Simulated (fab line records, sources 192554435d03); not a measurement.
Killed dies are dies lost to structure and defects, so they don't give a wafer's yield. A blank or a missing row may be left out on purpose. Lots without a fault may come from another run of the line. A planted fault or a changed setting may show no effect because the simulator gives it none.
Which tool did it? | flow n5_finfet | 12 lots, 36 wafers sampled, at 1 step of a route of 1938

WHAT THE GAUGES READ, wafer by wafer
N5_BEOL_M0_SAQP_CD_MEAS_40: target cd 30 nm.
lot  | measured     | on        | cd_nm (nm)
L075 | day 5 20:26  | cd_sem-02 | 29.86 30.15 30.39
L077 | day 6 07:05  | cd_sem-03 | 29.86 29.82 30.32
L079 | day 6 21:31  | cd_sem-02 | 29.92 29.88 30.13
L081 | day 7 10:16  | cd_sem-03 | 29.57 30.02 29.81
L083 | day 7 16:50  | cd_sem-03 | 29.56 30.20 30.27
L085 | day 8 10:13  | cd_sem-02 | 29.97 29.94 30.38
L087 | day 8 19:58  | cd_sem-01 | 30.39 29.98 30.37
L090 | day 9 08:26  | cd_sem-03 | 30.17 30.26 30.14
L089 | day 9 22:43  | cd_sem-01 | 29.99 29.98 29.79
L093 | day 10 10:53 | cd_sem-03 | 30.50 30.31 30.48
L095 | day 10 18:49 | cd_sem-02 | 30.20 30.08 30.10
L097 | day 11 10:24 | cd_sem-01 | 30.12 30.00 29.59

WHICH TOOL RAN EACH LOT (tool, then ch and the chambers of the sampled wafers, then the start)
The record holds no process step before these readings.

THE ANSWER, worked out from the rows above alone
Rule: what is usual is taken from the lots themselves. Put in order of their means at a reading, lots are off if they are a third of the lots or fewer, leave a main group of 4 or more, and stand apart from it by a gap of 3 or more times the standard deviation of the main group's means; of several such gaps the widest counts. A main group whose means are all the same, to the digits that the tables above print for the reading, isn't used. A lot without any number at a reading at which 4 lots or more have one is off too. The other lots that the step has rows for count as sound.
No lot is off at any reading shown: from this, nothing can be told.

WHAT THE SIMULATOR HAD PUT IN
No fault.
